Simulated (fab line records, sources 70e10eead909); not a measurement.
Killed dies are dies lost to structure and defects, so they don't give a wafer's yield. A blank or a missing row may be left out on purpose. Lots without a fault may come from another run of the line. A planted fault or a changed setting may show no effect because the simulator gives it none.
fab line records | flow nand_harc
record lots=6 wafers=18 last_day=24
route steps=1159 shown A_CHANNEL_HOLE_D1@489 A_CHANNEL_FILL_D1@490 END@1159
lots that met no fault: from a run of the same line without faults
start_h: hours from the record's first day to the start of the lot's first wafer shown | wait_h: hours since the lot's step before | " the same as in the row above | L1.1+2: a row that stands for several wafers | - no value, or no start given | * or withheld: withheld | < > ~ a bound
route shown NAME@n: a module of which the file shows steps, and the number in the route of the first | usual: mean/standard deviation of fault-free wafers | same: alike in all rows | chamber/n: place in a boat | sites: the reading at each site | _std_site: their standard deviation | _edge_site: outer sites' mean less inner sites' | radius_mm: how far each site lies from the wafer's centre | mask NAME#n: copy n | behind: the tool/chamber that last shaped the wafer | hold: why the lot was held/for how many hours/how that ended | device: the transistor (n, p or np) that didn't switch | end of line: the same wafers' tests at the end of the route | a step without rows: its recipe alone | killed: dies lost to structure and defects at the first sort, not the wafer's yield | map: a wafer's dies, x killed, . not, _ none there
set.NAME: the setting as run; set.NAME@STEP: as run at that earlier step | model.NAME: the simulator's own value behind a step, which no gauge read
lots at some steps of the route; a table a step, a row a wafer
services: from which hour (start_h, from the record's first day; less than 0 if before it) a tool's chamber was out of use, for how many hours, and why
## steps
# step NHARC_A_CHANNEL_HOLE_D1_INSPECT_40
# usual raw_defect_count=62/18
# columns lot.wafer tool chamber start_h wait_h raw_defect_count
L814.2 defect_inspect-02 - 211.51 - 64
L814.3 " - " " 68
L814.4 " - " " 74
L817.1 defect_inspect-01 - 223.73 - 47
L817.3 " - " " 44
L817.5 " - " " 24
L824.2 defect_inspect-01 - 270.17 - 81
L824.4 " - " " 52
L824.5 " - " " 37
L825.1 defect_inspect-02 - 271.50 - 104
L825.3 " - " " 78
L825.4 " - " " 68
L832.2 defect_inspect-01 - 314.30 - 81
L832.3 " - " " 80
L832.6 " - " " 64
L833.1 defect_inspect-01 - 318.50 - 69
L833.2 " - " " 47
L833.5 " - " " 37
# step NHARC_A_CHANNEL_FILL_D1_PRECLEAN_00
# recipe time_s=* temp_c=50 bath_age_min=0 chemistry=SC1
# step NHARC_A_CHANNEL_FILL_D1_SRD_01
# step NHARC_A_CHANNEL_FILL_D1_ALD_02
# recipe target_thk_a=60 pulse_time_s=10 ald_cycles=60 temp_c=300 material=SiO2
# usual heater_power_w=476/35 precursor_pulse_height_rel=1.000/0.019
# same ald_cycles=60
# columns lot.wafer tool chamber start_h wait_h heater_power_w precursor_pulse_height_rel
L814.3 ald_hk-02 0 211.70 - 436 1.008
L814.4 " 2 " " 534 1.033
L814.2 " 3 " " 528 0.983
L817.1 ald_hk-02 2 224.14 - 517 1.001
L817.3 " 3 " " 514 0.967
L817.5 " 2 " " 536 1.004
L824.4 ald_hk-02 3 271.45 - 524 1.017
L824.2 " 1 " " 464 1.006
L824.5 " 3 " " 523 1.017
L825.1 ald_hk-04 3 271.72 - 430 0.993
L825.3 " 1 " " 440 1.037
L825.4 " 2 " " 489 0.979
L832.2 ald_hk-01 0 314.64 - 505 0.983
L832.3 " 1 " " 441 1.047
L832.6 " 2 " " 475 1.005
L833.1 ald_hk-01 3 318.69 - 482 0.977
L833.2 " 1 " " 432 0.991
L833.5 " 0 " " 519 1.007
# step NHARC_A_CHANNEL_FILL_D1_ALD_03
# recipe target_thk_a=60 pulse_time_s=60 ald_cycles=58 temp_c=630 pressure_torr=2 material=SiNx
# step NHARC_A_CHANNEL_FILL_D1_ALD_14
# recipe target_thk_a=25 pulse_time_s=10 ald_cycles=25 temp_c=300 material=SiO2
# usual heater_power_w=474/37 precursor_pulse_height_rel=0.998/0.02
# same ald_cycles=25
# columns lot.wafer tool chamber start_h wait_h heater_power_w precursor_pulse_height_rel
L814.2 ald_hk-04 2 218.71 0.0 488 0.999
L814.3 " 0 " " 428 1.026
L814.4 " 1 " " 442 0.998
L817.3 ald_hk-04 0 234.20 3.8 435 0.976
L817.1 " 1 " " 428 0.984
L817.5 " 2 " " 480 0.980
L825.4 ald_hk-01 0 278.46 0.1 509 1.006
L825.3 " 1 " " 433 0.988
L825.1 " 3 " " 477 0.981
L824.4 ald_hk-01 0 278.90 0.5 508 1.028
L824.2 " 3 " " 478 0.988
L824.5 " 1 " " 436 0.979
L832.3 ald_hk-02 2 321.55 0.0 539 0.998
L832.2 " 3 " " 529 0.985
L832.6 " 2 " " 539 1.001
L833.2 ald_hk-02 1 325.72 0.1 462 0.981
L833.1 " 2 " " 532 1.017
L833.5 " 0 " " 431 1.031
# step NHARC_A_CHANNEL_FILL_D1_ALD_15
# recipe target_thk_a=20 pulse_time_s=60 ald_cycles=19 temp_c=630 pressure_torr=2 material=SiNx
# usual precursor_pulse_height_rel=1.000/0.02
# same ald_cycles=19
# columns lot.wafer tool chamber start_h wait_h precursor_pulse_height_rel
L814.2 ald_sin_batch-03 0 - - 1.031
L814.3 " 0 " " 0.996
L814.4 " 0 " " 0.988
L817.1 ald_sin_batch-02 0 - - 0.977
L817.3 " 0 " " 1.037
L817.5 " 0 " " 0.966
L824.2 ald_sin_batch-02 0 281.80 2.6 1.004
L824.4 " 0 " " 1.039
L824.5 " 0 " " 1.024
L825.1 ald_sin_batch-02 0 281.80 3.0 0.975
L825.3 " 0 " " 0.994
L825.4 " 0 " " 1.000
L832.2 ald_sin_batch-02 0 324.89 3.2 0.973
L832.3 " 0 " " 1.018
L832.6 " 0 " " 0.995
L833.1 ald_sin_batch-01 0 - - 1.009
L833.2 " 0 " " 0.974
L833.5 " 0 " " 0.974
# step NHARC_A_CHANNEL_FILL_D1_ALD_16
# recipe target_thk_a=15 pulse_time_s=10 ald_cycles=15 temp_c=300 material=SiO2
# step NHARC_A_CHANNEL_FILL_D1_ANNEAL_17
# recipe temp_c=850 time_s=1800
# step NHARC_A_CHANNEL_FILL_D1_CVD_18
# recipe target_thk_a=30 temp_c=550 material=poly-Si
# step NHARC_A_CHANNEL_FILL_D1_ETCHBACK_19
# recipe target_depth_a=50 time_s=1.7 hbr_flow_sccm=150 cl2_flow_sccm=50 rf_w=400 icp_w=400 bias_w=100 chemistry=HBr/Cl2
# usual drypump_motor_current_A=5.8/0.53 hbr_flow_sccm=149.9/0.42 oes_product_au=1.002/0.015 throttle_valve_pct=26.406/0.0094
# columns lot.wafer tool chamber start_h wait_h drypump_motor_current_A hbr_flow_sccm oes_product_au rf_hours_counter_h throttle_valve_pct
L814.3 rie_si-04 2 235.48 0.4 4.7 150.1 1.028 1.2 26.400
L814.2 " 3 " " 5.9 150.0 1.013 1.3 26.398
L814.4 " 0 " " 6.5 150.5 0.998 1.3 26.402
L817.1 rie_si-01 3 252.29 0.4 5.7 149.7 0.976 1.1 26.398
L817.3 " 1 " " 5.5 150.2 1.011 0.9 26.387
L817.5 " 2 " " 5.4 149.9 1.002 - 26.399
L824.2 rie_si-05 1 296.04 0.4 5.9 150.1 1.004 0.5 26.404
L824.4 " 3 " " 5.1 149.6 0.988 0.5 26.395
L824.5 " 1 " " 5.9 150.1 0.993 - 26.414
L825.1 rie_si-04 1 296.04 0.4 6.6 150.4 1.001 0.1 26.406
L825.3 " 2 " " 4.7 150.3 1.018 0.2 26.416
L825.4 " 3 " " 5.9 150.3 0.990 0.1 26.431
L832.2 rie_si-05 2 339.77 0.4 5.5 148.7 1.020 1.0 26.415
L832.3 " 3 " " 5.0 150.4 1.013 0.9 26.394
L832.6 " 2 " " 5.6 149.3 1.022 - 26.402
L833.1 rie_si-01 0 343.41 0.4 6.2 150.0 1.019 0.1 26.418
L833.2 " 1 " " 5.5 150.0 1.007 0.2 26.408
L833.5 " 0 " " 6.1 149.8 1.009 - 26.410
# step NHARC_A_CHANNEL_FILL_D1_ETCHBACK_20
# recipe target_depth_a=270 time_s=13.5 c4f8_flow_sccm=withheld o2_flow_sccm=8 ar_flow_sccm=withheld rf_w=600 bias_w=1500 chemistry=C4F8/O2/Ar
# usual oes_product_au=0.97/0.038 rf_vpp_V=981/6.3
# columns lot.wafer tool chamber start_h wait_h oes_product_au rf_hours_counter_h rf_vpp_V
L814.4 rie_diel-09 0 235.62 - 0.93 5 985
L814.2 " 1 " " 0.94 6 971
L814.3 " 2 " " 0.92 6 970
L817.1 rie_diel-12 2 252.42 - 0.99 1 983
L817.3 " 3 " " 0.98 1 982
L817.5 " 0 " " 0.99 - 988
L824.4 rie_diel-09 0 296.17 - 1.00 1 985
L824.2 " 1 " " 1.01 1 971
L824.5 " 0 " " 1.00 - 986
L825.3 rie_diel-12 0 296.18 - 0.92 2 987
L825.4 " 1 " " 0.93 2 986
L825.1 " 2 " " 0.91 2 982
L832.2 rie_diel-12 1 339.89 - 0.91 3 988
L832.3 " 3 " " 0.92 3 980
L832.6 " 0 " " 0.93 - 987
L833.1 rie_diel-08 1 343.53 - 1.01 4 979
L833.2 " 3 " " 1.02 5 986
L833.5 " 0 " " 0.98 - 980
# step NHARC_A_CHANNEL_FILL_D1_STRIP_28
# recipe time_s=20 o2_flow_sccm=500 ar_flow_sccm=0 bias_w=0 chemistry=O2
# usual bias_w=0/0 chamber_pressure_mTorr=60.00/0.056 drypump_motor_current_A=5.6/0.42 oes_product_au=0.994/0.014 rf_vpp_V=58.1/0.82 showerhead_plenum_p_Torr=3.61/0.16 throttle_valve_pct=17.038/0.008
# columns lot.wafer tool chamber start_h wait_h bias_w chamber_pressure_mTorr drypump_motor_current_A oes_product_au rf_hours_counter_h rf_vpp_V showerhead_plenum_p_Torr throttle_valve_pct
L814.4 rie_diel-09 1 235.70 0.1 0 60.06 6.1 1.020 6 56.7 3.33 17.035
L814.2 " 2 " " 0 59.94 6.0 1.003 6 57.3 3.34 17.039
L814.3 " 3 " " 0 59.95 5.6 0.975 5 57.1 3.75 17.033
L817.1 rie_diel-12 3 252.49 0.1 0 59.93 5.3 0.981 1 57.5 3.63 17.041
L817.3 " 0 " " 0 59.95 5.4 0.991 1 59.3 3.75 17.041
L817.5 " 3 " " 0 59.96 5.3 0.987 - 56.7 3.63 17.049
L825.1 rie_diel-12 2 296.26 0.1 - - - - - - - -
L825.3 " 0 " " - - - - - - - -
L825.4 " 1 " " - - - - - - - -
L824.4 rie_diel-09 1 296.26 0.1 - - - - - - - -
L824.2 " 3 " " - - - - - - - -
L824.5 " 0 " " - - - - - - - -
L832.3 rie_diel-12 2 339.97 0.1 0 59.95 5.2 0.988 3 58.7 3.63 17.044
L832.2 " 3 " " 0 60.00 5.3 0.982 3 58.0 3.63 17.022
L832.6 " 3 " " 0 59.86 5.3 0.988 - 59.4 3.63 17.053
L833.2 rie_diel-08 2 343.62 0.1 0 60.03 5.1 0.995 6 57.4 3.55 17.043
L833.1 " 3 " " 0 59.95 5.5 1.014 5 57.9 3.76 17.030
L833.5 " 1 " " 0 60.00 5.9 1.006 - 56.0 3.53 17.032
# step NHARC_A_CHANNEL_FILL_D1_PRECLEAN_21
# recipe time_s=30 chemistry=dHF
# step NHARC_END_SORT_01
# recipe temp_c=25
# usual killed_at_array=25/7.8 killed_at_other=0.6/0.81 killed_at_periphery=3.3/2.2 killed_dies=29/8.2 killed_open=3.5/1.9 killed_short=1.8/1.3
# same gross_dies=677
# columns lot.wafer tool chamber start_h wait_h hold killed_at_array killed_at_other killed_at_periphery killed_dies killed_open killed_short
L814.2 prober-02 0 472.05 2.8 - 25 3 3 31 3 2
L814.3 prober-02 0 472.85 3.1 - 26 3 1 30 1 2
L814.4 prober-02 0 473.64 3.4 - 23 0 2 25 2 1
L817.1 prober-02 0 490.28 2.5 - 31 0 3 34 2 1
L817.3 prober-02 0 491.85 3.1 - 29 1 1 31 5 2
L817.5 prober-02 0 493.43 3.7 - 21 1 1 23 2 4
L824.2 prober-01 0 532.07 2.8 await_dispo/5.3h/scrap 669 2 6 677 5 4
L824.4 prober-01 0 533.65 3.4 await_dispo/5.3h/scrap 675 0 2 677 3 1
L824.5 prober-01 0 534.44 3.7 await_dispo/5.3h/scrap 676 1 0 677 2 3
L825.1 prober-01 0 539.07 2.5 await_dispo/3.4h/scrap 670 0 7 677 5 4
L825.3 prober-01 0 540.66 3.1 await_dispo/3.4h/scrap 674 0 3 677 4 0
L825.4 prober-01 0 541.46 3.4 await_dispo/3.4h/scrap 666 0 11 677 5 1
# killed by level:class
L814.2 A_CHANNEL_HOLE_D1:chamber_film_flake=8 A_SLIT:chamber_film_flake=6 A_STAIRCASE:chamber_film_flake=5 THIN_TSV:chamber_film_flake=3 A_WL_FILL:chamber_film_flake=2 P_CONTACT:geometric_particle:short=1 P_M0:geometric_particle:open=1 A_ONON_D1:geometric_particle:short=1
L814.3 A_CHANNEL_HOLE_D1:chamber_film_flake=12 A_SLIT:chamber_film_flake=11 THIN_TSV:chamber_film_flake=2 A_SGD_CUT:geometric_particle:short=1 A_BLC:geometric_particle:open=1 P_GATE:chamber_film_flake=1 STARTING-WAFER:geometric_particle:short=1 A_CONTACT:chamber_film_flake=1
L814.4 A_SLIT:chamber_film_flake=7 A_CHANNEL_HOLE_D1:chamber_film_flake=7 A_CONTACT:chamber_film_flake=4 P_STI:chamber_film_flake=2 A_ONON_D1:geometric_particle:short=1 A_WL_FILL:geometric_particle:open=1 A_M0:geometric_particle:open=1 A_STAIRCASE:chamber_film_flake=1
L817.1 A_SLIT:chamber_film_flake=14 A_CONTACT:chamber_film_flake=6 A_CHANNEL_HOLE_D1:chamber_film_flake=3 P_GATE:chamber_film_flake=2 A_CHANNEL_FILL_D1:chamber_film_flake=2 P_CONTACT:geometric_particle:open=1 A_SOURCE_PLATE:geometric_particle:open=1 A_SGD_CUT:geometric_particle:short=1
L817.3 A_SLIT:chamber_film_flake=14 A_CONTACT:chamber_film_flake=4 A_CHANNEL_HOLE_D1:chamber_film_flake=3 A_CHANNEL_FILL_D1:geometric_particle:short=2 A_CHANNEL_FILL_D1:chamber_film_flake=2 P_GATE:geometric_particle:open=1 A_WL_FILL:geometric_particle:open=1 A_CONTACT:geometric_particle:open=1
L817.5 A_SLIT:chamber_film_flake=15 A_SOURCE_PLATE:geometric_particle:short=1 A_ONON_D1:geometric_particle:short=1 A_CHANNEL_FILL_D1:geometric_particle:short=1 A_CONTACT:geometric_particle:short=1 A_CONTACT:geometric_particle:open=1 A_M0:geometric_particle:open=1 P_GATE:chamber_film_flake=1
L824.2 A_CHANNEL_FILL_D1:area_strip=653 A_CONTACT:chamber_film_flake=7 A_CHANNEL_HOLE_D1:chamber_film_flake=5 P_CONTACT:geometric_particle:open=3 P_M0:geometric_particle:short=1 P_BONDPAD:geometric_particle:open=1 A_CHANNEL_HOLE_D1:geometric_particle:open=1 A_CHANNEL_HOLE_D1:geometric_particle:short=1
L824.4 A_CHANNEL_FILL_D1:area_strip=668 A_CONTACT:chamber_film_flake=4 P_GATE:geometric_particle:open=1 P_M0:geometric_particle:open=1 A_STAIRCASE:geometric_particle:open=1 A_WL_FILL:geometric_particle:short=1 A_CHANNEL_HOLE_D1:chamber_film_flake=1
L824.5 A_CHANNEL_FILL_D1:area_strip=664 A_CONTACT:chamber_film_flake=5 A_CHANNEL_HOLE_D1:chamber_film_flake=3 A_WL_FILL:geometric_particle:short=2 A_CONTACT:geometric_particle:open=1 A_BLC:geometric_particle:open=1 STARTING-WAFER:geometric_particle:short=1
L825.1 A_CHANNEL_FILL_D1:area_strip=620 A_SLIT:chamber_film_flake=17 A_CHANNEL_HOLE_D1:chamber_film_flake=16 P_M1:chamber_film_flake=6 A_CONTACT:geometric_particle:short=3 A_CONTACT:chamber_film_flake=3 A_CONTACT:geometric_particle:open=2 A_STAIRCASE:chamber_film_flake=2
L825.3 A_CHANNEL_FILL_D1:area_strip=644 A_SLIT:chamber_film_flake=13 A_CHANNEL_HOLE_D1:chamber_film_flake=7 A_ZERO_WELL:chamber_film_flake=3 A_CONTACT:chamber_film_flake=3 P_CONTACT:geometric_particle:open=1 P_M0:geometric_particle:open=1 A_ONON_D1:geometric_particle:open=1
L825.4 A_CHANNEL_FILL_D1:area_strip=627 A_SLIT:chamber_film_flake=16 A_CHANNEL_HOLE_D1:chamber_film_flake=15 P_M1:chamber_film_flake=8 A_CONTACT:geometric_particle:open=2 A_CONTACT:chamber_film_flake=2 P_GATE:geometric_particle:open=1 P_CONTACT:geometric_particle:open=1
# map L824.2 (x killed, . not)
____________x____________
_________xxxxxxx_________
_______xxxxxxxxxxx_______
______xxxxxxxxxxxxx______
_____xxxxxxxxxxxxxxx_____
____xxxxxxxxxxxxxxxxx____
____xxxxxxxxxxxxxxxxx____
___xxxxxxxxxxxxxxxxxxx___
___xxxxxxxxxxxxxxxxxxx___
__xxxxxxxxxxxxxxxxxxxxx__
__xxxxxxxxxxxxxxxxxxxxx__
_xxxxxxxxxxxxxxxxxxxxxxx_
_xxxxxxxxxxxxxxxxxxxxxxx_
_xxxxxxxxxxxxxxxxxxxxxxx_
_xxxxxxxxxxxxxxxxxxxxxxx_
_xxxxxxxxxxxxxxxxxxxxxxx_
xxxxxxxxxxxxxxxxxxxxxxxxx
xxxxxxxxxxxxxxxxxxxxxxxxx
xxxxxxxxxxxxxxxxxxxxxxxxx
xxxxxxxxxxxxxxxxxxxxxxxxx
xxxxxxxxxxxxxxxxxxxxxxxxx
_xxxxxxxxxxxxxxxxxxxxxxx_
_xxxxxxxxxxxxxxxxxxxxxxx_
_xxxxxxxxxxxxxxxxxxxxxxx_
_xxxxxxxxxxxxxxxxxxxxxxx_
_xxxxxxxxxxxxxxxxxxxxxxx_
__xxxxxxxxxxxxxxxxxxxxx__
__xxxxxxxxxxxxxxxxxxxxx__
___xxxxxxxxxxxxxxxxxxx___
___xxxxxxxxxxxxxxxxxxx___
____xxxxxxxxxxxxxxxxx____
____xxxxxxxxxxxxxxxxx____
_____xxxxxxxxxxxxxxx_____
______xxxxxxxxxxxxx______
_______xxxxxxxxxxx_______
_________xxxxxxx_________
____________x____________
# map L825.1 (x killed, . not)
____________x____________
_________xxxxxxx_________
_______xxxxxxxxxxx_______
______xxxxxxxxxxxxx______
_____xxxxxxxxxxxxxxx_____
____xxxxxxxxxxxxxxxxx____
____xxxxxxxxxxxxxxxxx____
___xxxxxxxxxxxxxxxxxxx___
___xxxxxxxxxxxxxxxxxxx___
__xxxxxxxxxxxxxxxxxxxxx__
__xxxxxxxxxxxxxxxxxxxxx__
_xxxxxxxxxxxxxxxxxxxxxxx_
_xxxxxxxxxxxxxxxxxxxxxxx_
_xxxxxxxxxxxxxxxxxxxxxxx_
_xxxxxxxxxxxxxxxxxxxxxxx_
_xxxxxxxxxxxxxxxxxxxxxxx_
xxxxxxxxxxxxxxxxxxxxxxxxx
xxxxxxxxxxxxxxxxxxxxxxxxx
xxxxxxxxxxxxxxxxxxxxxxxxx
xxxxxxxxxxxxxxxxxxxxxxxxx
xxxxxxxxxxxxxxxxxxxxxxxxx
_xxxxxxxxxxxxxxxxxxxxxxx_
_xxxxxxxxxxxxxxxxxxxxxxx_
_xxxxxxxxxxxxxxxxxxxxxxx_
_xxxxxxxxxxxxxxxxxxxxxxx_
_xxxxxxxxxxxxxxxxxxxxxxx_
__xxxxxxxxxxxxxxxxxxxxx__
__xxxxxxxxxxxxxxxxxxxxx__
___xxxxxxxxxxxxxxxxxxx___
___xxxxxxxxxxxxxxxxxxx___
____xxxxxxxxxxxxxxxxx____
____xxxxxxxxxxxxxxxxx____
_____xxxxxxxxxxxxxxx_____
______xxxxxxxxxxxxx______
_______xxxxxxxxxxx_______
_________xxxxxxx_________
____________x____________
## services
# columns tool chamber start_h hours kind
rie_diel-09 0 188.86 5.0 repair
ald_hk-04 - 189.11 10.0 pm
rie_diel-08 2 191.22 9.6 repair
ald_hk-02 - 191.43 0.3 repair
rie_diel-12 - 202.43 9.0 pm
rie_diel-12 0 202.43 9.0 vent_cycle
rie_diel-09 0 213.18 11.1 repair
ald_hk-01 - 229.23 10.0 pm
rie_si-05 - 239.00 9.0 pm
rie_diel-08 3 239.65 8.7 repair
rie_diel-09 1 249.82 16.5 repair
rie_si-01 1 253.67 3.6 repair
rie_diel-09 - 254.10 9.0 pm
ald_sin_batch-01 - 255.99 16.4 repair
rie_si-01 - 256.83 1.3 repair
rie_si-04 - 276.00 9.0 pm
ald_hk-02 - 280.82 10.0 pm
rie_si-05 1 296.67 23.0 repair
ald_hk-01 - 301.37 1.0 repair
rie_si-05 3 301.39 1.9 repair
rie_diel-08 - 301.83 9.0 pm
rie_si-01 - 304.00 9.0 pm
ald_sin_batch-03 - 314.00 26.0 pm
rie_diel-12 2 333.94 2.4 repair
## key
first_sign step=NHARC_A_CHANNEL_FILL_D1_STRIP_28 reading=tool_record direction=missing
effect step=NHARC_END_SORT_01 reading=killed_at_array direction=up sigmas=83 usual=25 struck=672
more_kills_born_at NHARC_A_CHANNEL_FILL_D1_STRIP_28@rie_diel-09=1985 NHARC_A_CHANNEL_FILL_D1_STRIP_28@rie_diel-12=1891
met_at NHARC_A_CHANNEL_FILL_D1_STRIP_28
struck_wafers L824.2,L824.4,L824.5,L825.1,L825.3,L825.4
later_rows_left_out L824.2,L824.4,L824.5,L825.1,L825.3,L825.4
tester_left_out L824,L825
onset_between 252.49 296.26
fault kind=skipped_step_whole tool=rie_diel-09,rie_diel-12 chamber=- onset_h=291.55 steps=NHARC_A_CHANNEL_FILL_D1_STRIP_28 scope=struck_lots_only
# tester_left_out: of these lots the tester's yield and bins aren't shown, on N5 and GAA mostly nor the transistor test; their killed dies are dies lost to structure and defects alone, not to doping, threshold or leakage, so they don't give the yield
# later_rows_left_out: the simulator's readings of these wafers behind a module that went badly wrong aren't trusted and aren't shown, but for the sort
